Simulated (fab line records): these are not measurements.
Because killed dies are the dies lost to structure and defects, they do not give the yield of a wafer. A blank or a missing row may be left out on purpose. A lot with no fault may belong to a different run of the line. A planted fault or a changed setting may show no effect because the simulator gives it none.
One fault through the eyes of 2 desks -- flow nand-harc -- every desk sees just its own numbers, and what lay behind them comes last

## THE TOOL OWNER'S DESK: rie-diel-06
The tool's own readings at NHARC_A_CHANNEL_HOLE_D1_ETCH_16 (etches the open film in O2/COS, target depth 3100 nm, time 806 s): means of the sampled wafers that have a number, for each lot that ran on this tool. Any lot whose mean is over 4 standard deviations away from the usual mean is out of limits and marked OUT; that distance is given in the brackets.
Columns: A = drypump-motor-current-A at NHARC_A_CHANNEL_HOLE_D1_ETCH_16, usual 5.7 A; B = oes-product-au at NHARC_A_CHANNEL_HOLE_D1_ETCH_16, usual 0.998 a.u.; C = rf-vpp-V at NHARC_A_CHANNEL_HOLE_D1_ETCH_16, usual 314.7 V; D = showerhead-plenum-p-Torr at NHARC_A_CHANNEL_HOLE_D1_ETCH_16, usual 3.16 Torr; E = throttle-valve-pct at NHARC_A_CHANNEL_HOLE_D1_ETCH_16, usual 28.330 %
lot,first seen here,A,B,C,D,E
L638,day 8 17:51,5.5,0.995,314.7,3.18,28.337
L643,day 9 17:16,5.5,1.016,315.0,3.15,28.342
L647,day 11 11:11,5.5,1.005,314.8,3.19,28.341
L652,day 12 03:36,5.5,1.083 (+5.7) OUT,314.9,3.15,28.331
L655,day 12 09:21,5.4,1.071 (+4.9) OUT,315.3,3.20,28.337
This desk's finding: out of limits on L652, L655; first on L652, day 12 03:36 (oes-product-au at NHARC_A_CHANNEL_HOLE_D1_ETCH_16). In limits: L638, L643, L647.

## THE METROLOGY DESK
What the gauges read, lot by lot, whatever tool the lot ran on: means of the sampled wafers that have a number. Any lot whose mean is over 4 standard deviations away from the usual mean is out of limits and marked OUT; that distance is given in the brackets.
Columns: A = cd-nm at NHARC_A_CHANNEL_HOLE_D1_CD_MEAS_10, usual 100.0 nm
lot,first seen here,A
L636,day 8 02:06,99.8
L637,day 8 15:34,100.0
L638,day 8 16:57,100.7
L639,day 8 17:22,100.6
L640,day 9 01:20,100.3
L641,day 9 01:29,99.9
L643,day 9 16:34,100.3
L644,day 10 05:46,99.3
L646,day 11 09:40,99.2
L647,day 11 10:28,99.7
L652,day 12 02:49,100.4
L655,day 12 08:38,99.7
L658,day 13 13:24,101.2
This desk's finding: nothing out of limits on any of the 13 lots.

## BROUGHT TOGETHER
An alarm could have come from the tool owner's desk at day 12 03:36, on L652, L655.
Nothing out of limits was seen by the metrology desk.
The metrology desk has L652, L655 on record, within its limits.
NHARC_A_CHANNEL_HOLE_D1_ETCH_16 was run on rie-diel-06 by each of the lots named.

## WHAT HAD BEEN PUT IN BY THE SIMULATOR
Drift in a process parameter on rie-diel-06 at NHARC_A_CHANNEL_HOLE_D1_ETCH_16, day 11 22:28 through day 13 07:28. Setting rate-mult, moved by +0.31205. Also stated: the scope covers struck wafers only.
Lots struck among those shown: L652, L655.
Hours from the fault's start to each desk's first reading out of limits: the tool owner's desk, 5.
